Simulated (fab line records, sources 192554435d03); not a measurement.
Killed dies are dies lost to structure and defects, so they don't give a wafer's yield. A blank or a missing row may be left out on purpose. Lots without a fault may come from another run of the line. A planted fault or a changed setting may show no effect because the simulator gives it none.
A struck lot beside a sound one | flow n5_finfet | 40 steps out of a route of 1938
Sound: wafers L947.4, L947.5, L947.6. Struck: wafer L950.4. (L950.3, L950.6 of the same lot were not struck and are left out.) The cause comes at the end.
At each step with rows: each side's tool, then ch and its chambers, then its first start. Under that, the readings that differ: sound wafers | struck wafers | difference of the means | sigmas: that difference in standard deviations of wafers without a fault.
alike: readings whose means differ by less than 2 such deviations, and words and numbers that are the same on both sides. not compared: withheld readings, readings that some wafer has no value for, bounds like >300 that may hide the same value, and numbers for which the record gives no deviation and whose values overlap.
The two part at a step that has a row with sigmas, a row that says differs or no value, or rows on one side only. Numbers that don't overlap but have no deviation are shown without sigmas and don't part them. A reading that every wafer of one side lacks parts them only if that side has two wafers or more.

first, 10 steps without rows for these wafers: N5_PMOS_HMC_CHANNEL_EPI_PRECLEAN_37 (cleans in O3/DIW, time 45 s); N5_PMOS_HMC_CHANNEL_EPI_PRECLEAN_24 (cleans in DHF, time 30 s); N5_PMOS_HMC_CHANNEL_EPI_SRD_25 (time 30 s); N5_PMOS_HMC_CHANNEL_EPI_EPI_26 (deposits Si from SiH4/H2, target thk 3.8 nm, time 22.7 s); N5_FIN_SAQP_PRECLEAN_42 (cleans in O3/DIW, time 60 s); N5_FIN_SAQP_PRECLEAN_00 (cleans in SC1, time 60 s); N5_FIN_SAQP_PRECLEAN_44 (cleans in SC2, time 45 s); N5_FIN_SAQP_SRD_01 (time 30 s); N5_FIN_SAQP_ALD_61 (deposits SiO2, target thk 4 nm, pulse time 1 s, purge time 2 s); N5_FIN_SAQP_DENSIFY_62 (time 60 s).
N5_FIN_SAQP_HM_DEP_03: deposits SiNx from SiH4/NH3/N2, target thk 38 nm, time 33.6 s.
  sound on pecvd-02 ch 0,1,2, day 4 22:16; struck on pecvd-02 ch 0, day 5 14:20
  alike: heater_power_w, showerhead_plenum_p_Torr, throttle_valve_pct
then, 24 steps without rows for these wafers: N5_FIN_SAQP_PECVD_47 (deposits a-Si from SiH4/He, target thk 45 nm, time 36.3 s); N5_FIN_SAQP_PECVD_48 (deposits SiNx from SiH4/NH3/N2, target thk 25 nm, time 22.1 s); N5_FIN_SAQP_PECVD_06 (deposits a-Si from SiH4/He, target thk 60 nm, time 48.1 s); N5_FIN_SAQP_HM_DEP_72 (deposits SiO2 from SiH4/N2O, target thk 12 nm, time 7.2 s); N5_FIN_SAQP_COAT_49 (time 60 s, resist thk 100 nm); N5_FIN_SAQP_COAT_50 (time 60 s, resist thk 35 nm); N5_FIN_SAQP_COAT_10 (resist thk 90 nm); N5_FIN_SAQP_EBR_12; N5_FIN_SAQP_SOFTBAKE_11 (time 60 s); N5_FIN_SAQP_EXPOSE_13 (exposes mask FIN CORE, target cd 35.6 nm); N5_FIN_SAQP_PEB_14 (peb time 60 s); N5_FIN_SAQP_DEVELOP_15 (develop time 30 s); N5_FIN_SAQP_DESCUM_21 (chemistry O2, time 7.9 s); N5_FIN_SAQP_ETCH_51 (etches SiARC in CF4, target depth 45.5 nm, time 75.8 s); N5_FIN_SAQP_ETCH_52 (etches SOC in N2/H2, target depth 100 nm, overetch 20 nm, time 150 s); N5_FIN_SAQP_STRIP_53 (strips in N2/H2); N5_FIN_SAQP_HM_OPEN_73 (chemistry CHF3/O2, target SiO2, stops on a-Si, target depth 12 nm, time 16.8 s); N5_FIN_SAQP_STRIP_74 (strips in CHF3/O2); N5_FIN_SAQP_MANDREL_ETCH_22 (etches a-Si in HBr/Cl2, stops on SiNx, target depth 60 nm, bt time 10 s, time 30 s); N5_FIN_SAQP_STRIP_55 (strips in N2/H2); N5_FIN_SAQP_STRIP_23 (strips in SPM, time 750 s); N5_FIN_SAQP_SRD_66 (time 30 s); N5_FIN_SAQP_RECESS_75 (chemistry HF/NH3, target SiO2, target depth 14.4 nm, afs cycles 3, sublimation time 60 s); N5_FIN_SAQP_SPACER1_ALD_24 (deposits SiO2, target thk 20.3 nm, pulse time 1 s, purge time 2 s).
N5_FIN_SAQP_INSPECT_40: inspects for defects (brightfield).
  sound on defect_inspect-02, day 5 03:41; struck on defect_inspect-02, day 5 20:05
  reading          | sound       | struck | difference | sigmas
  raw_defect_count | 274 241 216 | 616    | +372       | +6
N5_FIN_CUT_INSPECT_10: inspects for defects (brightfield).
  sound on defect_inspect-02, day 5 04:12; struck on defect_inspect-01, day 5 20:36
  reading          | sound    | struck | difference | sigmas
  raw_defect_count | 54 49 31 | 407    | +362       | +28
N5_FIN_CUT_INSPECT_17: inspects for defects (brightfield).
  sound on defect_inspect-01, day 5 05:11; struck on defect_inspect-01, day 5 21:35
  reading          | sound       | struck | difference | sigmas
  raw_defect_count | 302 254 217 | 612    | +354       | +5
-- the record jumps here: 6 days lie between the struck wafers' starts before and after (it left off in module FIN_CUT and takes up again in module BEOL_M4, whose first step shown is number 1111 of the route) --
N5_BEOL_M4_RC_MEAS_101:
  sound on prober-01 ch 0, day 10 14:41; struck on prober-01 ch 0, day 11 21:33
  alike: DIBL_N, DIBL_P, IOFF_N, IOFF_P, ION_N, ION_P, SS_N, SS_P, VT_N, VT_P
-- the record jumps here: 4 days lie between the struck wafers' starts before and after (it left off in module BEOL_M4 and takes up again in module PASSIVATION, whose first step shown is number 1936 of the route) --
N5_PASSIVATION_PROBE_49:
  the record has rows for the struck wafers here (prober-02, day 16 08:38) and none for the sound ones

WHERE THEY PART
First at N5_FIN_SAQP_INSPECT_40; last, within this record, at N5_PASSIVATION_PROBE_49.

WHY: what the simulator had put in
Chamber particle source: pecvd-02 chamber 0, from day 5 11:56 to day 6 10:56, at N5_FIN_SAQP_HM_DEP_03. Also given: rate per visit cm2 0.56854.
